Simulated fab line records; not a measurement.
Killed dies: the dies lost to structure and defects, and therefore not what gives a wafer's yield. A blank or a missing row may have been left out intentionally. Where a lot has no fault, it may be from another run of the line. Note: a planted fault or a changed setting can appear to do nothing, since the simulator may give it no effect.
The same fault as seen by 3 desks | flow n5 finfet | each desk has only its own numbers; what lay behind them comes last
Where a reading is given only as a bound, like >300, the bound stands for it, and a mean or a difference that rests on one is marked > or <: the true number lies beyond.

THE DEFECT DESK
Per lot, the means of the sampled wafers with a number show what the inspections along the route counted. If a lot's mean is further than 4 standard deviations from the usual mean, the lot is out of limits and carries the mark OUT (the distance appears in the brackets).
Columns: A = raw defect count at N5_DUMMY_GATE_INSPECT_27, usual 319; B = raw defect count at N5_SPACER0_INSPECT_04, usual 142; C = raw defect count at N5_SD_EPI_N_INSPECT_11, usual 2.0
lot  | first seen here | A              | B              | C
L906 | day 3 11:29     | 335            | 177            | 2.0
L907 | day 3 16:58     | 383            | 178            | 1.3
L908 | day 3 23:16     | 1373 (+13) OUT | 1207 (+33) OUT | >300 (+99 or more) OUT
L909 | day 4 04:56     | 286            | 119            | 3.3
L912 | day 4 21:53     | 1307 (+12) OUT | 1185 (+33) OUT | >300 (+99 or more) OUT
L922 | day 7 04:38     | 224            | 108            | 1.3
L924 | day 7 17:08     | 263            | 118            | 1.3
L925 | day 8 01:11     | 449            | 204            | 1.7
This desk's finding: out of limits on L908, L912; first on L908, day 3 23:16 (raw defect count at N5_DUMMY_GATE_INSPECT_27). Within limits: L906, L907, L909, L922, L924, L925.

THE METROLOGY DESK
What the gauges read, lot by lot, whatever tool the lot ran on: means of the sampled wafers that have a number. If a lot's mean is further than 4 standard deviations from the usual mean, the lot is out of limits and carries the mark OUT (the distance appears in the brackets). It has 11 readings; the 7 that lie furthest out on some lot are the ones shown.
Columns: A = DIBL_N at N5_BEOL_M4_RC_MEAS_101, usual 36.1 mV/V; B = IOFF_N at N5_BEOL_M4_RC_MEAS_101, usual 0.154 nA/um; C = IOFF_P at N5_BEOL_M4_RC_MEAS_101, usual 0.21 nA/um; D = ION_N at N5_BEOL_M4_RC_MEAS_101, usual 670 uA/um; E = ION_P at N5_BEOL_M4_RC_MEAS_101, usual 461 uA/um; F = VT_N at N5_BEOL_M4_RC_MEAS_101, usual 250.4 mV; G = VT_P at N5_BEOL_M4_RC_MEAS_101, usual -250 mV
lot  | first seen here | A    | B     | C    | D   | E   | F     | G
L906 | day 3 11:02     | 37.6 | 0.165 | 0.19 | 680 | 458 | 247.7 | -253
L907 | day 3 16:32     | 36.9 | 0.175 | 0.22 | 675 | 459 | 249.5 | -252
L908 | day 3 22:58     | 36.0 | 0.133 | 0.20 | 667 | 466 | 254.0 | -250
L909 | day 4 04:39     | 34.6 | 0.147 | 0.25 | 674 | 476 | 249.8 | -242
L912 | day 4 21:32     | 35.6 | 0.155 | 0.25 | 672 | 469 | 249.3 | -246
L922 | day 7 04:21     | 35.0 | 0.149 | 0.19 | 677 | 462 | 248.6 | -250
L924 | day 7 16:52     | 33.7 | 0.117 | 0.15 | 655 | 455 | 254.7 | -256
L925 | day 8 00:47     | 37.9 | 0.169 | 0.22 | 668 | 458 | 250.2 | -251
This desk found nothing out of limits on any of the 8 lots.

DESK OF THE TOOL OWNER: rie diel-04
The tool's own readings at N5_DUMMY_GATE_ETCH_29 (etches underlayer in N2/H2, target depth 13 nm): means of the sampled wafers that have a number, for each lot that ran on this tool. If a lot's mean is further than 4 standard deviations from the usual mean, the lot is out of limits and carries the mark OUT (the distance appears in the brackets).
Columns: A = bias w at N5_DUMMY_GATE_ETCH_29, usual 150.0 W; B = drypump motor current A at N5_DUMMY_GATE_ETCH_29, usual 5.8 A; C = oes product au at N5_DUMMY_GATE_ETCH_29, usual 0.77 a.u.; D = rf vpp V at N5_DUMMY_GATE_ETCH_29, usual 523.7 V; E = showerhead plenum p Torr at N5_DUMMY_GATE_ETCH_29, usual 2.54 Torr; F = throttle valve pct at N5_DUMMY_GATE_ETCH_29, usual 17.99 %
lot  | first seen here | A     | B   | C    | D     | E    | F
L907 | day 3 15:28     | 149.6 | 5.8 | 0.77 | 521.8 | 2.47 | 17.73
L908 | day 3 22:10     | 150.0 | 6.0 | 0.78 | 521.4 | 2.44 | 17.90
L912 | day 4 20:43     | 150.3 | 6.0 | 0.77 | 520.9 | 2.44 | 17.90
L922 | day 7 03:32     | 150.2 | 5.9 | 0.78 | 519.9 | 2.41 | 17.81
This desk found nothing out of limits on any of the 4 lots.

PUT TOGETHER
The defect desk could have raised an alarm at day 3 23:16, on L908, L912.
Metrology desk: nothing out of limits seen.
The desk of the tool owner found nothing out of limits.
The metrology desk has L908, L912 on record, within its limits.
Tool owner's desk: L908, L912 on record, inside its limits.
Of the lots named, all ran N5_DUMMY_GATE_ETCH_29 on rie diel-04.

WHAT WAS PUT IN BY THE SIMULATOR
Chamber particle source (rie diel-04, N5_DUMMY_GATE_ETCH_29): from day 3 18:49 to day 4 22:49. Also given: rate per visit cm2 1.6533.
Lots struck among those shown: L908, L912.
Hours from the fault's start to each desk's first reading out of limits: the defect desk, 4.
